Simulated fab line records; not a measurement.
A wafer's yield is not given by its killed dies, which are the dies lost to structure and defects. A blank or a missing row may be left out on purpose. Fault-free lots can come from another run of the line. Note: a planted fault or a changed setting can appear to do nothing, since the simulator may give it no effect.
fab line records	flow n5Finfet
record lots=10	wafers=26	lastDay=24
route steps=1938 shown MOL_CONTACT_COAG@605 BEOL_M4@1111 PASSIVATION@1936
lots that met no fault: from a run of the same line without faults
startH: start of the lot's first displayed wafer, in hours after the record's first day	waitH: hours since the lot's step before	" same as the row above	L1.1+2: a row that stands for several wafers	- value missing, or start not given	* or withheld: withheld	< > ~ a bound
route shown NAME@n: names a module that has steps shown in the file, with the first one's number in the route	usual: mean and standard deviation over wafers with no fault	same: alike in all rows	chamber/n: place in a boat	sites: each site's reading	_std_site: their standard deviation	_edge_site: inner sites' mean taken away from outer sites' mean	radiusMm: for every site, how far away it sits from the centre of the wafer	mask NAME#n: copy n	behind: the last tool/chamber to shape the wafer	hold: reason for holding the lot/hours on hold/outcome of the hold	device: whichever transistor did not switch (one of n, p or np)	end of line: tests of these same wafers at the route's end	a step given without rows: its recipe and nothing more	killed: dies lost to structure and defects at the first sort, not the wafer's yield	map: a wafer's dies, x killed, . not, _ none there
set.NAME: the setting the step ran with; set.NAME@STEP: the setting that earlier step ran with	model.NAME: the simulator's own value behind a step, which no gauge read
route steps across a sampled set of lots; one table per step, one row per wafer
services: the hour from which a tool's chamber was out of use, counted from the record's first day as startH (under 0 if before that day), plus the number of hours and why
## steps
# step N5_MOL_CONTACT_COAG_DESCUM_45
# recipe chemistry=O2	timeS=7	sourcePowerW=50	biasPowerW=20	pressureMtorr=20	rfFrequencyHz=2.712e+07	tempC=40	resist=CAR-EUV	o2FlowSccm=225
# usual drypumpMotorCurrentA=5.7/0.47	oesProductAu=0.80/0.097	rfVppV=243.2/1.6	showerheadPlenumPTorr=2.10/0.094	throttleValvePct=20.52/0.23
lot.wafer	tool	chamber	startH	waitH	drypumpMotorCurrentA	oesProductAu	rfHoursCounterH	rfVppV	showerheadPlenumPTorr	throttleValvePct
L275.2	rieDiel-03	2	102.85	0.0	5.9	0.76	159	241.5	2.00	20.24
L275.4	"	1	"	"	5.5	0.79	132	245.3	2.19	20.18
L275.5	"	1	"	"	5.4	0.79	-	244.7	2.19	20.17
L276.1	rieDiel-06	1	107.37	0.0	6.1	0.69	228	242.3	2.06	20.70
L276.4	"	3	"	"	6.0	0.80	104	239.6	1.94	20.44
L276.6	"	3	"	"	6.0	0.80	-	239.6	1.94	20.47
L279.2	rieDiel-06	1	125.18	0.0	6.1	0.69	235	243.1	2.06	20.74
L279.4	"	3	"	"	5.9	0.80	110	240.6	1.94	20.47
L279.6	"	3	"	"	5.9	0.80	-	241.0	1.94	20.47
L285.1	rieDiel-03	1	161.06	0.0	5.4	0.77	150	243.9	2.19	20.19
L285.2	"	0	"	"	6.1	0.74	138	244.0	2.10	20.64
L285.3	"	2	"	"	5.9	0.75	178	242.3	1.99	20.27
L290.2	rieDiel-03	2	195.74	0.5	5.9	0.73	193	242.5	1.99	20.28
L290.4	"	1	"	"	5.4	0.77	164	243.2	2.18	20.22
L290.5	"	2	"	"	5.9	0.73	-	242.4	1.99	20.30
L294.4	rieDiel-02	3	215.62	0.2	5.2	0.90	26	244.6	2.15	20.47
L294.5	"	0	"	"	6.5	0.84	-	242.6	2.14	20.56
L295.4	rieDiel-06	3	229.26	0.0	6.0	0.75	-	242.6	1.92	20.56
L295.6	"	2	"	"	5.1	0.74	-	241.4	2.08	20.82
L296.5	rieDiel-03	1	229.89	0.1	5.4	0.75	-	246.0	2.18	20.24
L296.6	"	2	"	"	5.9	0.72	-	241.3	1.98	20.32
L297.1	rieDiel-02	0	236.47	0.0	6.5	0.83	46	243.6	2.14	20.59
L297.2	"	3	"	"	5.2	0.89	34	244.0	2.15	20.46
L297.6	"	0	"	"	6.5	0.83	-	243.4	2.14	20.57
L298.1	rieDiel-06	0	247.35	0.3	5.0	0.92	28	243.2	2.15	20.29
L298.6	"	3	"	"	6.0	0.74	-	240.8	1.92	20.56
# step N5_MOL_CONTACT_COAG_ALD_133
# recipe material=SiO2	targetThkA=50	tempC=100	aldPrecursorFamily=BDEAS	aldCoReactant=O2-plasma	pulseTimeS=1	coReactantPulseTimeS=1	purgeTimeS=2	coReactantPurgeTimeS=2	aldCycles=35	pressureTorr=2
# usual aldCycles=35/0	heaterPowerW=80/9.2	precursorPulseHeightRel=0.998/0.02
lot.wafer	tool	chamber	startH	waitH	aldCycles	heaterPowerW	precursorPulseHeightRel
L275.2	aldSin-01	0	103.37	0.4	35	102	0.996
L275.4	"	2	"	"	35	78	0.978
L275.5	"	2	"	"	35	79	0.974
L276.1	aldSin-04	1	107.51	0.1	35	70	1.013
L276.4	"	0	"	"	35	87	0.989
L276.6	"	0	"	"	35	88	1.004
L279.2	aldSin-01	3	125.73	0.5	35	75	0.983
L279.4	"	0	"	"	35	103	0.983
L279.6	"	3	"	"	35	75	1.006
L285.1	aldSin-02	3	161.19	0.1	35	74	0.978
L285.2	"	0	"	"	35	73	0.997
L285.3	"	1	"	"	35	85	0.993
L290.2	aldSin-01	0	195.87	0.1	35	103	0.978
L290.4	"	3	"	"	35	71	0.999
L290.5	"	0	"	"	35	106	1.000
L294.4	aldSin-01	0	215.76	0.1	24	104	1.026
L294.5	"	3	"	"	35	71	1.017
L295.4	aldSin-01	2	229.38	0.0	24	77	0.947
L295.6	"	0	"	"	24	105	0.991
L296.5	aldSin-01	2	230.09	0.1	35	77	1.016
L296.6	"	1	"	"	24	83	0.996
L297.1	aldSin-04	3	236.60	0.1	35	79	0.983
L297.2	"	0	"	"	35	88	1.006
L297.6	"	0	"	"	35	89	0.998
L298.1	aldSin-04	0	247.48	0.1	35	88	0.984
L298.6	"	0	"	"	35	89	0.978
# step N5_MOL_CONTACT_COAG_ETCHBACK_134
# recipe chemistry=CHF3	target=SiO2	targetDepthA=100	timeS=6.7	ionEnergyEv=200	pressureMtorr=30	sourceW=610	biasW=170	Ar_flow_sccm=200	CHF3_flow_sccm=50
# usual drypumpMotorCurrentA=5.7/0.45	oes_ar_750_au=0.78/0.083	oesProductAu=0.78/0.088	rfVppV=526/12	showerheadPlenumPTorr=2.36/0.089	throttleValvePct=18.80/0.24
lot.wafer	tool	chamber	startH	waitH	drypumpMotorCurrentA	oes_ar_750_au	oesProductAu	rfHoursCounterH	rfVppV	showerheadPlenumPTorr	throttleValvePct
L275.2	rieDiel-06	1	103.55	0.1	6.2	0.70	0.69	227	527	2.35	19.06
L275.4	"	3	"	"	5.9	0.82	0.80	103	514	2.23	18.84
L275.5	"	1	"	"	6.2	0.69	0.69	-	525	2.35	19.06
L276.1	rieDiel-06	3	107.68	0.1	6.0	0.82	0.80	104	514	2.23	18.84
L276.4	"	0	"	"	5.0	0.71	0.69	238	519	2.44	18.82
L276.6	"	2	"	"	5.1	0.76	0.76	-	532	2.38	18.98
L279.2	rieDiel-03	0	125.91	0.1	6.1	0.75	0.76	127	543	2.38	18.86
L279.4	"	2	"	"	5.9	0.75	0.75	166	512	2.29	18.60
L279.6	"	2	"	"	5.9	0.75	0.76	-	511	2.29	18.63
L285.1	rieDiel-03	1	161.37	0.1	5.5	0.77	0.78	150	525	2.47	18.47
L285.2	"	2	"	"	5.9	0.75	0.75	178	511	2.28	18.63
L285.3	"	0	"	"	6.1	0.75	0.75	138	541	2.37	18.87
L290.2	rieDiel-06	3	196.12	0.2	5.9	0.78	0.76	147	511	2.22	18.93
L290.4	"	3	"	"	6.0	0.77	0.76	-	512	2.22	18.92
L290.5	"	2	"	"	5.1	0.72	0.73	-	532	2.36	19.05
L294.4	rieDiel-02	2	216.06	0.2	5.7	0.93	0.95	15	528	2.43	18.69
L294.5	"	0	"	"	6.5	0.84	0.85	-	552	2.42	18.77
L295.4	rieDiel-06	2	229.57	0.1	5.1	0.72	0.73	-	534	2.36	19.07
L295.6	"	0	"	"	5.1	0.94	0.93	-	518	2.43	18.45
L296.5	rieDiel-06	2	230.23	0.1	5.1	0.71	0.73	-	532	2.36	19.07
L296.6	"	3	"	"	5.9	0.77	0.76	-	512	2.21	18.94
L297.1	rieDiel-03	1	236.78	0.1	5.5	0.74	0.75	180	524	2.46	18.52
L297.2	"	2	"	"	5.9	0.72	0.72	210	511	2.27	18.68
L297.6	"	0	"	"	6.1	0.71	0.72	-	542	2.36	18.92
L298.1	rieDiel-03	2	247.71	0.2	5.9	0.72	0.72	213	512	2.27	18.66
L298.6	"	2	"	"	5.9	0.73	0.71	-	510	2.27	18.68
# step N5_MOL_CONTACT_COAG_ETCH_67
# recipe chemistry=N2/H2	target=SOC	targetDepthA=600	overetchA=210	maskMaterial=SiARC	tempC=40	timeS=101.2	ionEnergyEv=200	pressureMtorr=30	sourceW=840	biasW=150	n2FlowSccm=200	h2FlowSccm=200
# usual drypumpMotorCurrentA=5.7/0.44	oesProductAu=0.65/0.07	rfVppV=523/3.2	showerheadPlenumPTorr=2.52/0.11	throttleValvePct=17.89/0.22
lot.wafer	tool	chamber	startH	waitH	drypumpMotorCurrentA	oesProductAu	rfHoursCounterH	rfVppV	showerheadPlenumPTorr	throttleValvePct
L275.2	rieDiel-06	1	103.58	0.0	6.1	0.59	227	523	2.52	18.20
L275.4	"	3	"	"	6.0	0.69	103	518	2.36	17.84
L275.5	"	1	"	"	6.1	0.59	-	524	2.52	18.19
L276.1	rieDiel-06	3	107.72	0.0	6.0	0.68	104	519	2.36	17.85
L276.4	"	0	"	"	5.1	0.59	238	527	2.62	18.07
L276.6	"	2	"	"	5.1	0.65	-	525	2.54	18.04
L279.2	rieDiel-03	0	125.95	0.0	6.1	0.64	127	524	2.53	17.87
L279.4	"	2	"	"	5.9	0.63	166	521	2.43	17.69
L279.6	"	2	"	"	5.9	0.63	-	521	2.43	17.69
L285.1	rieDiel-03	1	161.41	0.0	5.5	0.65	150	527	2.65	17.53
L285.2	"	2	"	"	5.9	0.62	178	520	2.42	17.72
L285.3	"	0	"	"	6.1	0.64	138	524	2.52	17.87
L290.2	rieDiel-06	3	196.18	0.0	6.0	0.64	147	518	2.34	17.90
L290.4	"	3	"	"	5.9	0.64	-	519	2.34	17.93
L290.5	"	2	"	"	5.1	0.62	-	524	2.52	18.10
L294.4	rieDiel-02	2	216.09	0.0	5.7	0.78	15	527	2.60	17.81
L294.5	"	0	"	"	6.5	0.73	-	525	2.59	17.74
L295.4	rieDiel-06	2	229.63	0.0	5.2	0.60	-	522	2.51	18.12
L295.6	"	0	"	"	5.1	0.76	-	525	2.60	17.67
L296.5	rieDiel-06	2	230.28	0.0	5.2	0.61	-	523	2.51	18.14
L296.6	"	3	"	"	5.9	0.63	-	517	2.34	17.94
L297.1	rieDiel-03	1	236.82	0.0	5.4	0.63	180	525	2.64	17.58
L297.2	"	2	"	"	5.9	0.60	210	521	2.41	17.78
L297.6	"	0	"	"	6.1	0.61	-	524	2.51	17.93
L298.1	rieDiel-03	2	247.75	0.0	5.9	0.61	213	518	2.41	17.77
L298.6	"	2	"	"	5.9	0.60	-	520	2.41	17.77
# step N5_BEOL_M4_RC_MEAS_101
# usual DIBL_N=35.8/1.6	DIBL_P=35.6/2	IOFF_N=0.15/0.031	IOFF_P=0.20/0.033	ION_N=668/12	ION_P=459/6.8	SS_N=71.4/0.53	SS_P=73.1/0.63	VT_N=250/3.5	VT_P=-251/3
lot.wafer	tool	chamber	startH	waitH	DIBL_N[mV/V]	DIBL_P[mV/V]	IOFF_N[nA/um]	IOFF_P[nA/um]	ION_N[uA/um]	ION_P[uA/um]	SS_N[mV/dec]	SS_P[mV/dec]	VT_N[mV]	VT_P[mV]
L276.1	prober-01	0	306.28	0.1	34.5	34.8	0.12	0.19	645	443	70.6	73.0	255	-254
L276.4	"	0	"	"	35.5	36.2	0.15	0.21	676	459	71.5	72.9	250	-250
L276.6	"	0	"	"	36.9	37.5	0.17	0.24	672	464	71.9	73.6	248	-250
L279.2	prober-01	0	316.64	0.2	33.3	32.8	0.11	0.16	662	455	71.1	72.4	254	-253
L279.4	"	0	"	"	34.9	34.0	0.13	0.17	662	452	71.9	72.8	253	-253
L279.6	"	0	"	"	34.7	33.7	0.12	0.18	667	458	71.4	73.2	253	-254
L285.1	prober-01	0	332.49	0.0	34.4	34.3	0.13	0.19	660	462	70.7	73.0	252	-249
L285.2	"	0	"	"	33.6	33.3	0.11	0.17	649	458	70.8	72.6	255	-253
L285.3	"	0	"	"	34.4	34.1	0.13	0.18	650	454	70.7	72.7	252	-253
L275.2	prober-02	0	347.77	0.2	35.8	36.3	0.16	0.22	674	464	71.8	72.8	251	-249
L275.4	"	0	"	"	36.6	36.9	0.18	0.24	661	451	71.5	73.5	250	-248
L275.5	"	0	"	"	35.5	36.1	0.15	0.22	671	464	71.5	73.1	251	-249
L290.2	prober-01	0	414.49	0.2	35.5	34.4	0.15	0.20	656	453	71.4	73.3	251	-250
L290.4	"	0	"	"	36.5	37.1	0.18	0.24	687	463	71.7	74.2	249	-249
L290.5	"	0	"	"	35.1	34.5	0.15	0.20	648	450	71.2	73.0	253	-252
L294.5	prober-01	0	435.02	0.6	39.1	39.7	0.24	0.28	699	470	71.3	73.7	243	-247
L296.5	prober-01	0	436.74	0.6	35.8	35.5	0.14	0.20	659	462	70.8	73.3	252	-251
L297.1	prober-02	0	461.43	0.0	35.9	35.3	0.15	0.19	686	472	71.0	72.7	247	-250
L297.2	"	0	"	"	35.6	34.6	0.13	0.19	659	458	71.7	72.8	251	-251
L297.6	"	0	"	"	33.5	32.1	0.10	0.15	648	450	71.4	72.0	256	-255
L298.1	prober-01	0	468.03	0.0	38.3	39.7	0.23	0.28	708	480	71.9	73.8	243	-245
L298.6	"	0	"	"	38.3	39.2	0.22	0.27	685	465	71.4	74.4	244	-244
# step N5_PASSIVATION_PROBE_49
# usual defectLimitedYield=90.7/1.5	killed_at_M0_to_M3=38/11	killed_at_M4_up=15/5.5	killedAtContacts=12/6	killedAtFrontEnd=41/11	killedAtOther=3.5/2.7	killedDies=110/18	killedOnRim=15/3.6	killedOpen=72/13	killedShort=35/8.7	sort_bin_5_function=5.5/1.1	sort_bin_6_memory=3.4/0.63	sort_bin_8_speed=0.01/0.037	sortNPass=1070/18	sortYieldPct=90.7/1.5
# same grossDies=1180	killedAtBackSide=0	sort_bin_4_leakage[%]=0
lot.wafer	tool	chamber	startH	waitH	defectLimitedYield[%]	killed_at_M0_to_M3	killed_at_M4_up	killedAtContacts	killedAtFrontEnd	killedAtOther	killedDies	killedOnRim	killedOpen	killedShort	sort_bin_5_function[%]	sort_bin_6_memory[%]	sort_bin_8_speed[%]	sortNPass	sortYieldPct[%]
L296.5	prober-01	-	550.47	0.2	91.3	35	19	8	34	7	103	14	62	35	4.8	3.2	0	1077	91.3
L296.6	prober-01	-	550.52	0.3	22.0	35	20	834	26	5	920	113	67	33	5.0	3.4	0	260	22.0
L294.4	prober-01	-	554.89	0.2	21.6	40	16	825	36	8	925	118	81	29	5.9	3.1	0	255	21.6
L294.5	prober-01	-	554.94	0.2	90.3	63	10	4	33	5	115	14	83	32	5.0	4.5	0	1065	90.3
L295.4	prober-01	-	564.55	0.2	23.1	23	16	822	39	7	907	119	69	31	5.0	3.3	0	273	23.1
L295.6	prober-01	-	564.65	0.3	21.6	23	18	847	28	9	925	117	53	37	4.3	3.0	0	255	21.6
# killed by level:class
L296.5 BEOL_M0_SAQP:geometricParticle:short=10 STI_FIN_REVEAL:geometricParticle:open=9 BEOL_M4:geometricParticle:open=9 BEOL_M0_SAQP:geometricParticle:open=7 BEOL_M2:geometricParticle:open=7 BEOL_M3:geometricParticle:open=7 FIN_SAQP:geometricParticle:open=5 HKMG_FIN:areaEtch=5
L296.6 MOL_CONTACT_COAG:areaAld=818 MOL_CONTACT_COAG:geometricParticle:open=14 BEOL_M4:geometricParticle:open=11 BEOL_M0_SAQP:geometricParticle:short=10 BEOL_M2:geometricParticle:open=8 FIN_SAQP:geometricParticle:open=7 BEOL_M0_SAQP:geometricParticle:open=6 GATE_CUT:geometricParticle:short=5
L294.4 MOL_CONTACT_COAG:areaAld=815 BEOL_M3:geometricParticle:open=16 BEOL_M2:geometricParticle:open=9 MOL_CONTACT_COAG:geometricParticle:open=8 BEOL_M4:geometricParticle:open=8 FIN_SAQP:geometricParticle:short=7 STI_FIN_REVEAL:geometricParticle:open=6 BEOL_M1:geometricParticle:open=6
L294.5 BEOL_M3:geometricParticle:open=25 STI_FIN_REVEAL:geometricParticle:open=14 BEOL_M2:geometricParticle:open=9 BEOL_M0_SAQP:geometricParticle:short=6 BEOL_M1:geometricParticle:open=6 BEOL_M3:geometricParticle:short=6 STI_FIN_REVEAL:geometricParticle:short=5 BEOL_M0_SAQP:geometricParticle:open=5
L295.4 MOL_CONTACT_COAG:areaAld=807 MOL_CONTACT_COAG:geometricParticle:open=13 STI_FIN_REVEAL:geometricParticle:open=11 FIN_SAQP:geometricParticle:open=8 BEOL_M0_SAQP:geometricParticle:short=7 BEOL_M0_SAQP:geometricParticle:open=6 BEOL_M4:geometricParticle:open=6 FIN_SAQP:geometricParticle:short=5
L295.6 MOL_CONTACT_COAG:areaAld=835 MOL_CONTACT_COAG:geometricParticle:open=10 GATE_CUT:geometricParticle:open=6 FIN_SAQP:geometricParticle:short=5 BEOL_M3:geometricParticle:open=5 BEOL_M0_SAQP:geometricParticle:short=5 BEOL_M5:geometricParticle:open=5 STI_FIN_REVEAL:geometricParticle:open=4
## services
tool	chamber	startH	hours	kind
aldSin-04	-	86.61	14.0	pm
rieDiel-02	1	91.09	4.2	repair
aldSin-04	-	130.19	2.8	pm
rieDiel-02	0	135.23	8.0	repair
rieDiel-06	2	137.78	10.1	repair
rieDiel-06	0	148.07	-	clean
rieDiel-06	0	148.07	-	consumableReplace:focusRing
rieDiel-06	0	148.07	25.2	scheduledDown
rieDiel-06	0	148.07	25.2	ventCycle
aldSin-01	-	176.75	14.0	pm
aldSin-01	0	176.75	14.0	ventCycle
aldSin-01	1	176.75	14.0	ventCycle
aldSin-01	2	176.75	14.0	ventCycle
aldSin-01	3	176.75	18.4	ventCycle
rieDiel-06	1	178.68	8.3	repair
rieDiel-06	1	187.14	-	clean
rieDiel-06	1	187.14	-	consumableReplace:focusRing
rieDiel-06	1	187.14	11.7	scheduledDown
rieDiel-06	1	187.14	11.7	ventCycle
rieDiel-06	0	190.59	13.1	repair
aldSin-02	1	237.76	26.8	repair
rieDiel-03	-	242.91	2.8	pm
aldSin-02	-	245.75	0.9	repair
aldSin-04	-	246.22	0.3	repair
## key
firstSign step=N5_MOL_CONTACT_COAG_ALD_133	reading=aldCycles	direction=down	sigmas=99+	usual=*	struck=*
effect step=N5_PASSIVATION_PROBE_49	reading=killedAtContacts	direction=up	sigmas=99+	usual=12	struck=832
moreKillsBornAt N5_MOL_CONTACT_COAG_ALD_133@aldSin-01=3275
metAt N5_MOL_CONTACT_COAG_ALD_133
struckLots L294,L295,L296
struckWafers L294.4,L295.4,L295.6,L296.6
laterRowsLeftOut L294.4,L295.4,L295.6,L296.6
notActingAt N5_MOL_CONTACT_COAG_DESCUM_45,N5_MOL_CONTACT_COAG_ETCHBACK_134,N5_MOL_CONTACT_COAG_ETCH_67
onsetBetween 195.87 215.76
fault kind=processParameterDrift	tool=aldSin-01	chamber=-	onsetH=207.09	steps=N5_MOL_CONTACT_COAG_ALD_133	channel=aldCycles	offset=*	shape=step	endH=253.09	scope=struckWafersOnly	actsIn=*	stated=*
# laterRowsLeftOut: the simulator's readings of these wafers behind a module that went badly wrong aren't trusted and aren't shown, but for the sort
